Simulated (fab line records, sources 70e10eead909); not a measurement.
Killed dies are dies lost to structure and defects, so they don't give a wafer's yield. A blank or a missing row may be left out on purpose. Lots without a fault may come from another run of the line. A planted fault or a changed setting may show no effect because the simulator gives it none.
A struck lot beside a sound one | flow nand_harc | 14 steps out of a route of 1159
Sound: wafers L308.1, L308.5, L308.6. Struck: wafer L326.2. (L326.1, L326.4 of the same lot were not struck and are left out.) The cause comes at the end.
At each step with rows: each side's tool, then ch and its chambers, then its first start. Under that, the readings that differ: sound wafers | struck wafers | difference of the means | sigmas: that difference in standard deviations of wafers without a fault.
alike: readings whose means differ by less than 2 such deviations, and words and numbers that are the same on both sides. not compared: withheld readings, readings that some wafer has no value for, bounds like >300 that may hide the same value, and numbers for which the record gives no deviation and whose values overlap.
The two part at a step that has a row with sigmas, a row that says differs or no value, or rows on one side only. Numbers that don't overlap but have no deviation are shown without sigmas and don't part them. A reading that every wafer of one side lacks parts them only if that side has two wafers or more.

first, 4 steps without rows for these wafers: NHARC_A_WL_FILL_STRIP_28 (strips in post etch residue remover, time 1200 s); NHARC_A_WL_FILL_PRECLEAN_06 (cleans in DIW, time 300 s); NHARC_A_WL_FILL_SRD_07; NHARC_A_WL_FILL_ANNEAL_08 (time 1800 s).
NHARC_A_WL_FILL_ALD_10: deposits SiO2, target thk 50 nm, pulse time 10 s, ald cycles 500.
  sound on ald_hk-03 ch 0,1, day 15 23:52; struck on ald_hk-01 ch 2, day 20 02:32
  alike: heater_power_w, precursor_pulse_height_rel
NHARC_A_WL_FILL_ETCHBACK_16: etches the open film in C4F8/O2/Ar, target depth 88 nm, time 17.6 s.
  sound on rie_diel-07 ch 0,1,2; struck on rie_diel-11 ch 2
  alike: oes_product_au, rf_vpp_V, run_length_s
  not compared: rf_hours_counter_h
NHARC_A_WL_FILL_STRIP_29: strips in O2, time 20 s.
  sound on rie_diel-07 ch 0,2,3, day 16 04:07; struck on rie_diel-11 ch 1, day 20 06:13
  alike: drypump_motor_current_A, oes_product_au, rf_vpp_V, showerhead_plenum_p_Torr, throttle_valve_pct
  not compared: rf_hours_counter_h
NHARC_A_WL_FILL_ETCHBACK_17: etches the open film in Cl2/BCl3, target depth 4 nm, time 26.7 s.
  sound on rie_metal-01 ch 0,1, day 16 04:12; struck on rie_metal-03 ch 0, day 20 06:19
  alike: drypump_motor_current_A, oes_product_au, run_length_s
  not compared: rf_hours_counter_h
then, 3 steps without rows for these wafers: NHARC_A_WL_FILL_PRECLEAN_18 (cleans in dHF, time 30 s); NHARC_A_WL_FILL_SRD_21; NHARC_A_WL_FILL_CVD_23 (deposits poly-Si, target thk 40 nm, time 800 s).
NHARC_A_WL_FILL_ETCHBACK_26: etches the open film in HBr, target depth 52 nm, time 13.3 s.
  sound on rie_si-02 ch 0,1,3, day 16 09:32; struck on rie_si-05 ch 3, day 20 11:22
  reading          | sound             | struck | difference | sigmas
  run_length_s (s) | 34.67 34.47 34.46 | 31.70  | -2.83      | -10
  alike: drypump_motor_current_A, hbr_flow_sccm, oes_product_au, throttle_valve_pct
  not compared: rf_hours_counter_h
then, 1 step without rows for these wafers: NHARC_A_WL_FILL_PRECLEAN_30 (cleans in dHF, time 10 s).
-- the record jumps here: 4 days lie between the struck wafers' starts before and after (it left off in module A_WL_FILL and takes up again in module END, whose first step shown is number 1159 of the route) --
NHARC_END_SORT_01:
  sound on prober-01 ch 0, day 20 02:28; struck on prober-01 ch 0, day 24 02:00
  alike: killed_at_array, killed_at_other, killed_at_periphery, killed_dies, killed_open, killed_short

WHERE THEY PART
Only at NHARC_A_WL_FILL_ETCHBACK_26, within this record. Later steps at which nothing parts them and some readings are alike: NHARC_END_SORT_01.

WHY: what the simulator had put in
Process parameter drift: rie_si-05, from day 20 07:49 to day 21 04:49, at NHARC_A_WL_FILL_ETCHBACK_26. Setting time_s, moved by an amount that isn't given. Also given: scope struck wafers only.
